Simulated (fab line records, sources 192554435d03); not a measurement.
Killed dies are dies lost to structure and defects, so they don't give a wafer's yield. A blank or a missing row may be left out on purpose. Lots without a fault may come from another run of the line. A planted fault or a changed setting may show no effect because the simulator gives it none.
A struck lot beside a sound one | flow n5_finfet | 18 steps out of a route of 1938
Sound: wafers L256.2, L256.4, L256.6. Struck: wafer L271.4. (L271.3, L271.6 of the same lot were not struck and are left out.) The cause comes at the end.
At each step with rows: each side's tool, then ch and its chambers, then its first start. Under that, the readings that differ: sound wafers | struck wafers | difference of the means | sigmas: that difference in standard deviations of wafers without a fault.
alike: readings whose means differ by less than 2 such deviations, and words and numbers that are the same on both sides. not compared: withheld readings, readings that some wafer has no value for, bounds like >300 that may hide the same value, and numbers for which the record gives no deviation and whose values overlap.
The two part at a step that has a row with sigmas, a row that says differs or no value, or rows on one side only. Numbers that don't overlap but have no deviation are shown without sigmas and don't part them. A reading that every wafer of one side lacks parts them only if that side has two wafers or more.

N5_BEOL_M1_INSPECT_30: inspects for defects (brightfield).
  sound on defect_inspect-02, day 6 10:53; struck on defect_inspect-02, day 10 02:45
  alike: raw_defect_count
N5_BEOL_M1_DESCUM_33: chemistry O2, time 7 s.
  sound on rie_diel-03 ch 1,2,3, day 6 11:17; struck on rie_diel-02 ch 2, day 10 02:47
  alike: drypump_motor_current_A, oes_product_au, rf_fwd_power_W, rf_vpp_V, showerhead_plenum_p_Torr, throttle_valve_pct
  not compared: rf_hours_counter_h
N5_BEOL_M1_ETCH_77: etches underlayer in N2/H2, target depth 6.5 nm, time 5.2 s.
  sound on rie_diel-03 ch 1,2,3, day 6 11:19; struck on rie_diel-02 ch 2, day 10 02:49
  alike: drypump_motor_current_A, etch_rf_on_time_s, oes_product_au, rf_fwd_power_W, rf_vpp_V, showerhead_plenum_p_Torr, throttle_valve_pct
  not compared: rf_hours_counter_h
then, 1 step without rows for these wafers: N5_BEOL_M1_ETCH_69 (etches SiARC in CF4, target depth 15.6 nm, time 26 s).
N5_BEOL_M1_ALD_98: deposits SiO2, target thk 2.5 nm, pulse time 1 s, co reactant pulse time 1 s.
  sound on ald_sin-04 ch 1,2,3, day 6 11:25; struck on ald_sin-02 ch 1, day 10 03:01
  reading            | sound    | struck | difference | sigmas
  heater_power_w (W) | 65 68 77 | 107    | +37        | +4
  alike: precursor_pulse_height_rel
then, 1 step without rows for these wafers: N5_BEOL_M1_ETCHBACK_99 (etches SiO2 in CHF3, target depth 5 nm, time 10.4 s).
N5_BEOL_M1_ETCH_70: etches SOC in N2/H2, target depth 80 nm, overetch 16 nm, time 120 s.
  sound on rie_diel-01 ch 0,2,3, day 6 17:10; struck on rie_diel-02 ch 0, day 10 06:56
  reading               | sound          | struck | difference | sigmas
  oes_product_au (a.u.) | 0.54 0.67 0.57 | 0.75   | +0.16      | +2
  alike: drypump_motor_current_A, rf_fwd_power_W, rf_vpp_V, showerhead_plenum_p_Torr, throttle_valve_pct
  not compared: rf_hours_counter_h
then, 2 steps without rows for these wafers: N5_BEOL_M1_STRIP_71 (strips in N2/H2); N5_BEOL_M1_STRIP_78 (strips in N2/H2).
N5_BEOL_M1_VIA_ETCH_34: etches the open film in C4F6/O2, target depth 67.8 nm, time 64.4 s.
  sound on rie_diel-01 ch 0,2,3, day 6 17:16; struck on rie_diel-02 ch 0, day 10 07:02
  reading               | sound          | struck | difference | sigmas
  oes_ar_750_au (a.u.)  | 0.69 0.88 0.76 | 0.98   | +0.20      | +2
  oes_f_703_au (a.u.)   | 0.68 0.88 0.77 | 1.01   | +0.23      | +3
  oes_o_777_au (a.u.)   | 0.69 0.88 0.78 | 1.02   | +0.24      | +3
  oes_product_au (a.u.) | 0.69 0.89 0.76 | 1.01   | +0.23      | +3
  alike: drypump_motor_current_A, rf_fwd_power_W, rf_vpp_V, showerhead_plenum_p_Torr, throttle_valve_pct
  not compared: rf_hours_counter_h
then, 2 steps without rows for these wafers: N5_BEOL_M1_STRIP_83 (strips in C4F6/O2); N5_BEOL_M1_STRIP_36 (strips in N2/H2).
N5_BEOL_M1_TRENCH_ETCH_37: etches SiOC in C4F6/O2, target depth 55.207 nm, time 29 s.
  sound on rie_diel-01 ch 0,2,3, day 6 17:22; struck on rie_diel-02 ch 0, day 10 07:08
  reading                             | sound             | struck | difference | sigmas
  oes_ar_750_au (a.u.)                | 0.70 0.88 0.76    | 1.29   | +0.51      | +6
  oes_f_703_au (a.u.)                 | 0.69 0.88 0.77    | 1.74   | +0.96      | +11
  oes_o_777_au (a.u.)                 | 0.69 0.88 0.78    | 1.68   | +0.90      | +10
  oes_product_au (a.u.)               | 0.68 0.89 0.75    | 1.12   | +0.35      | +4
  rf_fwd_power_W (W)                  | 351.7 347.8 349.1 | 563.6  | +214.1     | +99 or more
  rf_vpp_V (V)                        | 661 682 651       | 553    | -112       | -5
  model.BEOL_M1.feature_depth_nm (nm) | 53 56.6 55.8      | 68     | +13        |
  model.etch.depth_nm (nm)            | 52.97 56.65 55.79 | 68.04  | +12.90     |
  alike: drypump_motor_current_A, showerhead_plenum_p_Torr, throttle_valve_pct
  not compared: rf_hours_counter_h
then, 2 steps without rows for these wafers: N5_BEOL_M1_ETCH_41 (etches SiCN in CH3F/O2, target depth 31.9 nm, time 57.8 s); N5_BEOL_M1_STRIP_97 (strips in N2/H2, time 10 s).
N5_BEOL_M1_OCD_MEAS_38:
  sound on ocd-01, day 6 17:32; struck on ocd-02, day 10 07:18
  reading              | sound          | struck | difference | sigmas
  trench_depth_nm (nm) | 52.4 56.3 56.0 | 67.8   | +12.9      | +8
then, 1 step without rows for these wafers: N5_BEOL_M1_HM_STRIP_39 (strips TiN in peroxide tin strip, target depth 25 nm, time 158 s).
N5_BEOL_M4_RC_MEAS_101:
  sound on prober-02 ch 0, day 8 09:44; struck on prober-02 ch 0, day 11 15:32
  alike: DIBL_N, DIBL_P, IOFF_N, IOFF_P, ION_N, ION_P, SS_N, SS_P, VT_N, VT_P

WHERE THEY PART
First at N5_BEOL_M1_ALD_98; last, within this record, at N5_BEOL_M1_OCD_MEAS_38. Later steps at which nothing parts them and some readings are alike: N5_BEOL_M4_RC_MEAS_101.

WHY: what the simulator had put in
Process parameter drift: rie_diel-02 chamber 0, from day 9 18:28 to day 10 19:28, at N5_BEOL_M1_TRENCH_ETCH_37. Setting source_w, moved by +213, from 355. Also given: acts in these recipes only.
